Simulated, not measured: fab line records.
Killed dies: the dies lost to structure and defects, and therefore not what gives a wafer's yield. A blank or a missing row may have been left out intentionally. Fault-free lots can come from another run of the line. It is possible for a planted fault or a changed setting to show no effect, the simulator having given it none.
Split-lot experiment | flow n5_finfet | 7 lots, 21 wafers read, on a route of 1938 steps

== SPLIT DETAILS ==
At N5_PASSIVATION_EXPOSE_27 (exposes mask PAD, defocus 0 nm), the setting dose_mj was moved away from the recipe's 32.3 on 5 of the 21 wafers read, by -7.2% to +6.6%. The other wafers ran this setting at the recipe's value.

== FROM THE SPLIT TO THE READING: what the file shows between them, 3 steps ==
- N5_PASSIVATION_PEB_28
- N5_PASSIVATION_DEVELOP_29: develop time 60 s
- N5_PASSIVATION_HARDBAKE_31: time 120 s

== THE READING ==
Shown in nm: cd_nm at N5_PASSIVATION_CD_MEAS_30, with target cd 4000 nm. Fault-free wafers of this fab line usually give 3999.7 nm, standard deviation 1.7 nm.

wafer  | tool, chamber at the split | dose_mj as run | against the recipe | cd_nm, nm | against lot-mates on the recipe
L080.1 | krf_scanner-01, 0          | 32.3           | recipe             | 4002.7    | -
L080.2 | krf_scanner-01, 0          | 32.3           | recipe             | 4001.2    | -
L080.5 | krf_scanner-01, 0          | 32.3           | recipe             | 4002.6    | -
L081.3 | krf_scanner-01, 0          | 29.98          | -7.2%              | 3985.7    | -12.7
L081.4 | krf_scanner-01, 0          | 32.3           | recipe             | 3997.4    | -
L081.6 | krf_scanner-01, 0          | 32.3           | recipe             | 3999.4    | -
L084.1 | krf_scanner-02, 0          | 34.15          | +5.7%              | 4010.0    | +10.6
L084.4 | krf_scanner-02, 0          | 34.15          | +5.7%              | 4009.2    | +9.8
L084.5 | krf_scanner-02, 0          | 32.3           | recipe             | 3999.4    | -
L088.1 | krf_scanner-01, 0          | 34.42          | +6.6%              | 4011.7    | +11.9
L088.2 | krf_scanner-01, 0          | 32.3           | recipe             | 4000.7    | -
L088.3 | krf_scanner-01, 0          | 32.3           | recipe             | 3998.8    | -
L091.1 | krf_scanner-02, 0          | 32.3           | recipe             | 3999.6    | -
L091.5 | krf_scanner-02, 0          | 32.3           | recipe             | 4000.5    | -
L091.6 | krf_scanner-02, 0          | 32.3           | recipe             | 4000.0    | -
L093.1 | krf_scanner-01, 0          | 32.3           | recipe             | 3998.6    | -
L093.2 | krf_scanner-01, 0          | 32.3           | recipe             | 3998.8    | -
L093.5 | krf_scanner-01, 0          | 32.3           | recipe             | 4000.6    | -
L095.3 | krf_scanner-02, 0          | 34.03          | +5.4%              | 4008.9    | +9.7
L095.4 | krf_scanner-02, 0          | 32.3           | recipe             | 4001.6    | -
L095.6 | krf_scanner-02, 0          | 32.3           | recipe             | 3996.9    | -

FIT RESULTS
A straight line over all 21 wafers: cd_nm changes by +1.8 nm for each +1% of dose_mj; r = +0.96; the points scatter about the line by 1.5 nm.
The same after taking each lot's own level away (the mean of its wafers on the recipe; 21 wafers): +1.79 nm for each +1%; r = +0.98; scatter 1 nm.
The reading moves by 13 nm for the largest change in dose_mj, on that fit.
Across the lots, their own levels run from 3998.40 to 4002.17 nm, a range of 2.2 times the standard deviation given above.
So the lot-to-lot level changes the slope little: the two slopes agree.
Check: with one of the wafers moved furthest among these (-7.2%) left out of the fit, the line predicts -12.9 nm for it against its lot-mates. It came out at -12.7 nm against them.

== ADDITIONAL SPLITS CARRIED BY THESE WAFERS ==
Note: prior to the reading, these wafers also went through further splits. Each is held against what the fit with the lots' levels taken away leaves over:
other split on the same wafers | wafers away from the commonest value | r with cd_nm (lot level and that fit taken away)
N5_BEOL_M12_COAT_58 spin_rpm   | 6                                    | -0.04
N5_BEOL_M12_DESCUM_15 time_s   | 8                                    | -0.25
N5_BEOL_M12_SPUTTER_43 time_s  | 10                                   | +0.11
N5_BEOL_M14_COAT_65 spin_rpm   | 9                                    | +0.07
N5_BEOL_M15_ETCH_61 time_s     | 5                                    | +0.51
N5_BEOL_M15_SPUTTER_43 power_w | 9                                    | +0.24
N5_PASSIVATION_ETCH_15 bias_w  | 4                                    | -0.08

== THE FILE'S OWN FIT ==
cd_nm changes by +1.79 nm for each +1% of dose_mj, r = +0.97.
